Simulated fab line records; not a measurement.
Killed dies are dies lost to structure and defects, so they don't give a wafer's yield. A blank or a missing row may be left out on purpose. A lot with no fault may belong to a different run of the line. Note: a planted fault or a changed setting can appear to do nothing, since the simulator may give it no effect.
One fault through the eyes of 2 desks	flow n5-finfet	numbers are kept per desk, each desk with only its own; the story behind them comes last

## AT THE METROLOGY DESK
Means of the sampled wafers that have a number, per lot and without regard to the tool the lot ran on: this is what the gauges read. A lot is out of limits, marked OUT, if its mean lies more than 4 standard deviations from the usual mean; the brackets give that distance. Of its 10 readings 7 are shown: those that lie furthest out on some lot.
Columns: A = IOFF_N at N5_BEOL_M4_RC_MEAS_101, usual 0.162 nA/um; B = ION_N at N5_BEOL_M4_RC_MEAS_101, usual 674 uA/um; C = ION_P at N5_BEOL_M4_RC_MEAS_101, usual 464 uA/um; D = SS_N at N5_BEOL_M4_RC_MEAS_101, usual 71.6 mV/dec; E = SS_P at N5_BEOL_M4_RC_MEAS_101, usual 73.4 mV/dec; F = VT_N at N5_BEOL_M4_RC_MEAS_101, usual 249.4 mV; G = VT_P at N5_BEOL_M4_RC_MEAS_101, usual -249 mV
lot	first seen here	A	B	C	D	E	F	G
L866	day 7 22:13	0.143	663	456	71.6	73.5	253.2	-250
L872	day 9 10:10	0.161	672	465	71.6	73.0	247.9	-247
L873	day 9 10:31	0.159	675	457	71.1	73.2	250.1	-252
L887	day 13 13:18	0.146	674	467	71.6	72.5	248.9	-246
This desk found nothing out of limits on any of the 4 lots.

## AT THE TOOL OWNER'S DESK: litho-track-05
The tool's own readings at N5_BEOL_M4_COAT_22 (resist thk 30 nm): means of the sampled wafers that have a number, for each lot that ran on this tool. A lot is out of limits, marked OUT, if its mean lies more than 4 standard deviations from the usual mean; the brackets give that distance.
Columns: A = spin-speed-rpm at N5_BEOL_M4_COAT_22, usual 1500.0 rpm
lot	first seen here	A
L866	day 7 12:26	1500.0
L872	day 9 02:40	1414.4 (-90) OUT
L873	day 9 03:20	1414.2 (-90) OUT
Finding of this desk: L872, L873 out of limits; the first was L872 at day 9 02:40, on spin-speed-rpm at N5_BEOL_M4_COAT_22. L866: within limits.

## PUT TOGETHER
An alarm could have come from the tool owner's desk at day 9 02:40, on L872, L873.
Metrology desk: nothing out of limits seen.
The metrology desk holds a record of L872, L873, inside its limits.
Of the lots named, all ran N5_BEOL_M4_COAT_22 on litho-track-05.

## WHAT HAD BEEN PUT IN BY THE SIMULATOR
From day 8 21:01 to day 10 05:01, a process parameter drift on litho-track-05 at N5_BEOL_M4_COAT_22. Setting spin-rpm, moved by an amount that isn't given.
Shown lots that were struck: L872, L873.
How many hours passed from the start of the fault until each desk's first out-of-limits reading: the tool owner's desk, 6.
